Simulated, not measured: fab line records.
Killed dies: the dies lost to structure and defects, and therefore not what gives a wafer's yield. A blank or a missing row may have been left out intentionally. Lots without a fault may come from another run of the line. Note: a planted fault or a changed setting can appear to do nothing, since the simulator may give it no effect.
Split-lot experiment | flow n5 finfet | 7 lots, 21 wafers read, on a route of 1938 steps

THE SPLIT ITSELF
At N5_BEOL_M8_EXPOSE_25 (exposes mask V7, target cd 40 nm), the setting dose mj was moved away from the recipe's 42.5 on 6 of the 21 wafers read, by -7.0% to +7.5%. This setting was run at the recipe's value on the other wafers.

FROM THE SPLIT TO THE READING: what the file shows between them, 2 steps
- N5_BEOL_M8_PEB_26: peb time 60 s
- N5_BEOL_M8_DEVELOP_27: develop time 30 s

THE READING
Shown in nm: cd nm at N5_BEOL_M8_CD_MEAS_28, with target cd 40 nm. Typical for fault-free wafers on this fab line: 39.98 nm, with standard deviation 0.22 nm.

wafer  | tool, chamber at the split | dose mj as run | against the recipe | cd nm, nm | against lot-mates on the recipe
L075.2 | euv scanner-01, 0          | 42.5           | recipe             | 39.53     | -
L075.3 | euv scanner-01, 0          | 42.5           | recipe             | 40.00     | -
L075.5 | euv scanner-01, 0          | 42.5           | recipe             | 39.82     | -
L076.2 | euv scanner-02, 0          | 42.5           | recipe             | 39.83     | -
L076.3 | euv scanner-02, 0          | 42.5           | recipe             | 39.87     | -
L076.6 | euv scanner-02, 0          | 39.51          | -7.0%              | 38.00     | -1.85
L080.2 | euv scanner-01, 0          | 42.5           | recipe             | 40.17     | -
L080.3 | euv scanner-01, 0          | 45.68          | +7.5%              | 41.30     | +1.20
L080.5 | euv scanner-01, 0          | 42.5           | recipe             | 40.02     | -
L082.3 | euv scanner-01, 0          | 42.5           | recipe             | 39.97     | -
L082.4 | euv scanner-01, 0          | 42.5           | recipe             | 39.88     | -
L082.6 | euv scanner-01, 0          | 42.5           | recipe             | 39.93     | -
L086.1 | euv scanner-01, 0          | 42.5           | recipe             | 39.94     | -
L086.4 | euv scanner-01, 0          | 42.5           | recipe             | 40.19     | -
L086.5 | euv scanner-01, 0          | 42.5           | recipe             | 40.07     | -
L085.2 | euv scanner-01, 0          | 45.53          | +7.1%              | 41.84     | +1.76
L085.3 | euv scanner-01, 0          | 42.5           | recipe             | 40.08     | -
L085.4 | euv scanner-01, 0          | 45.53          | +7.1%              | 41.69     | +1.61
L096.1 | euv scanner-01, 0          | 43.42          | +2.2%              | 40.30     | +0.30
L096.4 | euv scanner-01, 0          | 43.42          | +2.2%              | 40.26     | +0.26
L096.6 | euv scanner-01, 0          | 42.5           | recipe             | 40.00     | -

FIT RESULTS
A straight line over all 21 wafers: cd nm changes by +0.24 nm for each +1% of dose mj; r = +0.97; the points scatter about the line by 0.19 nm.
The same after taking each lot's own level away (the mean of its wafers on the recipe; 21 wafers): +0.222 nm for each +1%; r = +0.97; scatter 0.17 nm.
Per that fit: largest dose mj move, reading shift of 1.7 nm.
From 39.783 to 40.095 nm: that is the span of the lots' own levels, equal to 1.4 times the standard deviation above.
Hence the lot-to-lot level has little effect on the slope; both slopes agree.
Check: +1.77 nm against its lot-mates is what the line predicts for one of the wafers moved furthest among these (+7.5%) when that wafer is left out of the fit. Against them it came out at +1.2 nm.

THE OTHER SPLITS THESE WAFERS WENT THROUGH
These wafers also went through other splits before the reading. Each is held against what the fit with the lots' levels taken away leaves over:
other split on the same wafers    | wafers away from the commonest value | r with cd nm (lot level and that fit taken away)
N5_BEOL_M6_HM_DEP_02 target thk a | 4                                    | -0.09
N5_BEOL_M7_ILD_DEP_00 time s      | 4                                    | -0.54
N5_BEOL_M7_EXPOSE_08 dose mj      | 8                                    | -0.41
N5_BEOL_M7_ETCH_61 source w       | 7                                    | -0.22
N5_BEOL_M8_COAT_71 spin rpm       | 5                                    | -0.07

THE WHOLE CHAIN: every reading that the file lists as answering this split, in the file's order
step                  | what it does           | reading                                                        | change (the file's fit)               | r (the file's)
N5_BEOL_M8_CD_MEAS_28 | target cd 40 nm        | cd nm                                                          | +0.215 nm for each +1% of the setting | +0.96
N5_BEOL_M8_DESCUM_33  | chemistry O2, time 7 s | BEOL_M8.cd nm (the simulator's own value, which no gauge read) | +0.218 nm for each +1% of the setting | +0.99

THE FILE'S OWN FIT
cd nm changes by +0.215 nm for each +1% of dose mj, r = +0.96.
